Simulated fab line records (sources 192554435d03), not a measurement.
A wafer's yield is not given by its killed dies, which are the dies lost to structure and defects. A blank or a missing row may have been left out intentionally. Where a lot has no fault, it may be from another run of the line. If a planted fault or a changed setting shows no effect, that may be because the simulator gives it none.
Chamber matching | flow n5-finfet | pecvd-03 running N5_BEOL_M1_PECVD_72: 3 sister chambers
The step deposits SiO2 from TEOS/O2, target thk 16 nm, time 18 s. 18 wafers are shown with their chamber, then 9 later ones without.

WAFERS WITH THEIR CHAMBER
wafer  | chamber | throttle-valve-pct (%) | showerhead-plenum-p-Torr (Torr) | rf-fwd-power-W (W)
L077.1 | 0       | 24.8                   | 8.86                            | 446.1
L077.5 | 0       | 24.8                   | 8.86                            | 446.3
L077.6 | 1       | 22.6                   | 8.79                            | 443.2
L080.1 | 0       | 25.1                   | 8.86                            | 445.1
L080.2 | 1       | 22.6                   | 8.81                            | 443.2
L080.5 | 0       | 24.8                   | 8.86                            | 446.6
L082.2 | 0       | 24.8                   | 8.86                            | 446.0
L082.4 | 1       | 22.5                   | 8.79                            | 447.1
L082.5 | 2       | 20.2                   | 8.77                            | 445.4
L084.1 | 1       | 22.3                   | 8.79                            | 444.1
L084.4 | 2       | 19.9                   | 8.81                            | 445.5
L084.5 | 1       | 22.4                   | 8.81                            | 445.1
L087.3 | 1       | 22.5                   | 8.81                            | 443.0
L087.5 | 1       | 22.5                   | 8.78                            | 444.0
L087.6 | 0       | 24.9                   | 8.85                            | 444.4
L091.1 | 2       | 19.9                   | 8.78                            | 445.1
L091.4 | 2       | 19.9                   | 8.81                            | 444.7
L091.5 | 1       | 22.6                   | 8.78                            | 444.9

SIGNATURES, as means of the wafers listed above
reading                  | chamber 0 | chamber 1 | chamber 2 | scatter within a chamber
throttle-valve-pct       | 24.867    | 22.500    | 19.975    | 0.121
showerhead-plenum-p-Torr | 8.8583    | 8.7950    | 8.7925    | 0.0131
rf-fwd-power-W           | 445.750   | 444.325   | 445.175   | 1.06
Rule: for a wafer and a chamber, the distance is found by dividing, reading by reading, the gap between the wafer's reading and the chamber's mean by the reading's scatter, squaring, summing and taking the root. If the next closest chamber is less than 2 further off than the closest, the wafer can't be placed; otherwise it belongs to the closest. How the scatter is found: for the shown wafers, subtract from each reading the mean of its chamber, square and add these, divide the total by (wafers less chambers), then take the root.

WAFERS WITHOUT THEIR CHAMBER
wafer  | throttle-valve-pct (%) | showerhead-plenum-p-Torr (Torr) | rf-fwd-power-W (W)
L092.1 | 22.2                   | 8.78                            | 447.3
L092.4 | 22.5                   | 8.78                            | 448.2
L092.5 | 19.9                   | 8.81                            | 444.8
L095.3 | 22.2                   | 8.80                            | 444.7
L095.5 | 22.4                   | 8.81                            | 445.0
L095.6 | 24.8                   | 8.84                            | 447.4
L096.1 | 22.6                   | 8.80                            | 444.5
L096.3 | 20.2                   | 8.78                            | 445.0
L096.5 | 24.6                   | 8.85                            | 444.3

THE CHAMBER EACH PASSED THROUGH
wafer  | from the rows above | in truth
L092.1 | 1                   | 1
L092.4 | 1                   | 1
L092.5 | 2                   | 2
L095.3 | 1                   | 1
L095.5 | 1                   | 1
L095.6 | 0                   | 0
L096.1 | 1                   | 1
L096.3 | 2                   | 2
L096.5 | 0                   | 0
Placed correctly: 9 of 9. Left unplaced by these rows: 0. Number placed wrongly: 0.
